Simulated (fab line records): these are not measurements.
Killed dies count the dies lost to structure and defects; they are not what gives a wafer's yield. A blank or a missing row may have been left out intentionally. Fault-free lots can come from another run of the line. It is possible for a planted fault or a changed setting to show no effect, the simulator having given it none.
2 desks, one fault || flow n5 finfet || only its own numbers are on each desk; what lay behind them is given at the end

== TOOL OWNER'S DESK, ald sin-01 ==
The tool's own readings at N5_ILD0_ALD_15 (deposits SiNx, target thk 24 nm, pulse time 1 s, ald cycles 480): means of the sampled wafers that have a number, for each lot that ran on this tool. Any lot whose mean is over 4 standard deviations away from the usual mean is out of limits and marked OUT; that distance is given in the brackets.
Columns: A = heater power w at N5_ILD0_ALD_15, usual 871 W; B = precursor pulse height rel at N5_ILD0_ALD_15, usual 0.998
{"lot": "L895", "first seen here": "day 3 14:25", "A": 799, "B": 0.992}
{"lot": "L899", "first seen here": "day 4 14:35", "A": 840, "B": 1.024}
{"lot": "L901", "first seen here": "day 5 02:40", "A": 772, "B": 1.000}
{"lot": "L902", "first seen here": "day 5 07:52", "A": 848, "B": 0.995}
{"lot": "L903", "first seen here": "day 5 15:44", "A": 804, "B": 1.007}
{"lot": "L904", "first seen here": "day 5 20:15", "A": 778, "B": 0.994}
{"lot": "L906", "first seen here": "day 6 10:03", "A": 825, "B": 0.985}
{"lot": "L908", "first seen here": "day 6 21:50", "A": 788, "B": 0.994}
This desk found nothing out of limits on any of the 8 lots.

== METROLOGY DESK ==
What the gauges read for every lot (on any tool): the sampled wafers with a number, averaged. Any lot whose mean is over 4 standard deviations away from the usual mean is out of limits and marked OUT; that distance is given in the brackets. Shown here are 7 of its 12 readings, the ones lying furthest out on some lot.
Columns: A = DIBL_N at N5_BEOL_M4_RC_MEAS_101, usual 35.3 mV/V; B = DIBL_P at N5_BEOL_M4_RC_MEAS_101, usual 35.2 mV/V; C = IOFF_P at N5_BEOL_M4_RC_MEAS_101, usual 0.19 nA/um; D = ION_N at N5_BEOL_M4_RC_MEAS_101, usual 670 uA/um; E = ION_P at N5_BEOL_M4_RC_MEAS_101, usual 460 uA/um; F = VT_N at N5_BEOL_M4_RC_MEAS_101, usual 251 mV; G = VT_P at N5_BEOL_M4_RC_MEAS_101, usual -251.4 mV
{"lot": "L895", "first seen here": "day 3 17:17", "A": 36.0, "B": 34.2, "C": 0.18, "D": 663, "E": 459, "F": 254, "G": -252.0}
{"lot": "L899", "first seen here": "day 4 17:36", "A": 34.3, "B": 34.3, "C": 0.17, "D": 657, "E": 452, "F": 254, "G": -252.9}
{"lot": "L901", "first seen here": "day 5 05:40", "A": 31.6, "B": 31.0, "C": 0.13, "D": 640, "E": 442, "F": 259, "G": -257.1}
{"lot": "L902", "first seen here": "day 5 10:52", "A": 34.0, "B": 33.8, "C": 0.18, "D": 666, "E": 463, "F": 251, "G": -251.5}
{"lot": "L903", "first seen here": "day 5 18:45", "A": 34.1, "B": 35.3, "C": 0.18, "D": 670, "E": 459, "F": 252, "G": -252.9}
{"lot": "L904", "first seen here": "day 5 23:16", "A": 37.7, "B": 38.1, "C": 0.24, "D": 682, "E": 464, "F": 246, "G": -248.5}
{"lot": "L906", "first seen here": "day 6 12:56", "A": 36.5, "B": 35.2, "C": 0.20, "D": 667, "E": 461, "F": 252, "G": -250.4}
{"lot": "L908", "first seen here": "day 6 23:46", "A": 35.1, "B": 35.0, "C": 0.20, "D": 683, "E": 470, "F": 252, "G": -250.6}
{"lot": "L916", "first seen here": "day 8 22:06", "A": 36.1, "B": 35.6, "C": 0.21, "D": 675, "E": 464, "F": 250, "G": -250.5}
{"lot": "L917", "first seen here": "day 9 06:55", "A": 35.6, "B": 35.3, "C": 0.20, "D": 660, "E": 455, "F": 251, "G": -250.2}
{"lot": "L918", "first seen here": "day 9 11:52", "A": 38.0, "B": 37.8, "C": 0.23, "D": 672, "E": 459, "F": 248, "G": -250.8}
This desk found nothing out of limits on any of the 11 lots.

== BROUGHT TOGETHER ==
Nothing out of limits was seen by the tool owner's desk.
Nothing out of limits was seen by the metrology desk.

== WHAT THE SIMULATOR PUT IN ==
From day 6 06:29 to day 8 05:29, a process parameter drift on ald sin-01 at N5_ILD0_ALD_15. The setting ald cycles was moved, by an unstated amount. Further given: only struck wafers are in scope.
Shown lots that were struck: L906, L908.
